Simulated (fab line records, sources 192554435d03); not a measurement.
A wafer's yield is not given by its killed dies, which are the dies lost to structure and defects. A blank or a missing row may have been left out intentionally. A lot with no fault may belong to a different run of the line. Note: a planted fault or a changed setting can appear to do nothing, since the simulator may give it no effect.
Comparing a struck lot with a sound one + flow n5_finfet + 23 out of 1938 route steps
Sound: the wafers L581.1, L581.3, L581.4. Struck: wafers L590.1, L590.2, L590.3. The cause is named last.
For every step that has rows: the tool of each side, followed by ch and its chambers, followed by its first start. Under that, the readings that differ: sound wafers + struck wafers + difference of the means + sigmas: that difference in standard deviations of wafers without a fault.
alike: readings with means less than 2 such deviations apart, plus words and numbers identical on both sides. not compared: withheld readings, readings lacking a value on some wafer, bounds such as >300 that could conceal the same value, and numbers that have no deviation in the record and whose values overlap.
The two part at a step that has a row with sigmas, a row that says differs or no value, or rows on one side only. Non-overlapping numbers with no deviation appear without sigmas and do not part them. A reading that every wafer of one side lacks parts them only if that side has two wafers or more.

first, 8 steps without rows for these wafers: N5_BEOL_M7_ANNEAL_51 (time 90 s); N5_BEOL_M7_CMP_52 (polishes, stops on SiCOH lowk, t overpolish 6.9 s, target thk 80 nm); N5_BEOL_M7_PRE_CLEAN_55 (time 15 s); N5_BEOL_M7_DEP_56 (deposits SiCN from 3MS/NH3, target thk 10 nm, time 17.5 s); N5_BEOL_M8_ILD_DEP_00 (deposits SiCOH lowk from DEMS/porogen, target thk 179.75 nm, time 33.4 s); N5_BEOL_M8_CURE_74 (cures SiCOH lowk, time 240 s); N5_BEOL_M8_PECVD_70 (deposits SiO2 from TEOS/O2, target thk 20 nm, time 22.7 s); N5_BEOL_M8_HM_DEP_02 (deposits TiN, target thk 20 nm).
N5_BEOL_M8_COAT_59: time 60 s, resist thk 100 nm.
  sound on litho_track-04 ch 0, day 11 22:43; struck on litho_track-04 ch 0, day 13 20:07
| reading                                  | sound                | struck               | difference | sigmas      |
|------------------------------------------|----------------------|----------------------|------------|-------------|
| spin_speed_rpm (rpm)                     | 1500.0 1499.0 1501.3 | 1829.7 1830.9 1830.0 | +330.1     | +99 or more |
| model.SOC_of_BEOL_M8_COAT_59.thk_nm (nm) | 100 99.8 99.8        | 90.4 90.4 90.4       | -9.5       |             |
then, 9 steps without rows for these wafers: N5_BEOL_M8_COAT_60 (time 60 s, resist thk 35 nm); N5_BEOL_M8_COAT_05 (resist thk 90 nm); N5_BEOL_M8_EBR_07; N5_BEOL_M8_SOFTBAKE_06 (time 60 s); N5_BEOL_M8_EXPOSE_08 (exposes mask M8); N5_BEOL_M8_PEB_09 (peb time 60 s); N5_BEOL_M8_DEVELOP_10 (develop time 30 s); N5_BEOL_M8_DESCUM_16 (chemistry O2, time 7.9 s); N5_BEOL_M8_ETCH_61 (etches SiARC in CF4, target depth 45.5 nm, time 75.8 s).
N5_BEOL_M8_ETCH_62: etches SOC in N2/H2, target depth 110 nm, overetch 22 nm, time 165 s.
  sound on rie_diel-06 ch 0,1,2, day 11 23:37; struck on rie_diel-01 ch 1,2,3, day 13 20:32
| reading                  | sound           | struck            | difference | sigmas |
|--------------------------|-----------------|-------------------|------------|--------|
| model.etch.depth_nm (nm) | 100 99.86 99.88 | 90.45 90.36 90.37 | -9.52      |        |
  alike: drypump_motor_current_A, oes_product_au, rf_vpp_V, showerhead_plenum_p_Torr, throttle_valve_pct
  not compared: rf_hours_counter_h
then, 2 steps without rows for these wafers: N5_BEOL_M8_STRIP_68 (strips in N2/H2); N5_BEOL_M8_STRIP_67 (strips in CF4).
N5_BEOL_M8_HM_OPEN_17: chemistry Cl2/BCl3, target TiN, target depth 20 nm, overetch 6 nm.
  sound on rie_metal-02 ch 0,1, day 11 23:47; struck on rie_metal-01 ch 0,1, day 13 20:43
| reading                                  | sound        | struck         | difference | sigmas |
|------------------------------------------|--------------|----------------|------------|--------|
| model.SOC_of_BEOL_M8_COAT_59.thk_nm (nm) | 92 91.6 91.8 | 82.6 82.6 82.6 | -9.2       |        |
  alike: drypump_motor_current_A, mfc_cl2_sccm, oes_product_au, throttle_valve_pct
  not compared: rf_hours_counter_h
then, 1 step without rows for these wafers: N5_BEOL_M8_STRIP_19 (strips in O2).

## WHERE THEY PART
Only at N5_BEOL_M8_COAT_59, within this record. Later steps at which nothing parts them and some readings are alike: N5_BEOL_M8_ETCH_62, N5_BEOL_M8_HM_OPEN_17.

WHY: the cause the simulator had injected
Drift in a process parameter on litho_track-04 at N5_BEOL_M8_COAT_59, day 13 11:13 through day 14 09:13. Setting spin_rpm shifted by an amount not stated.
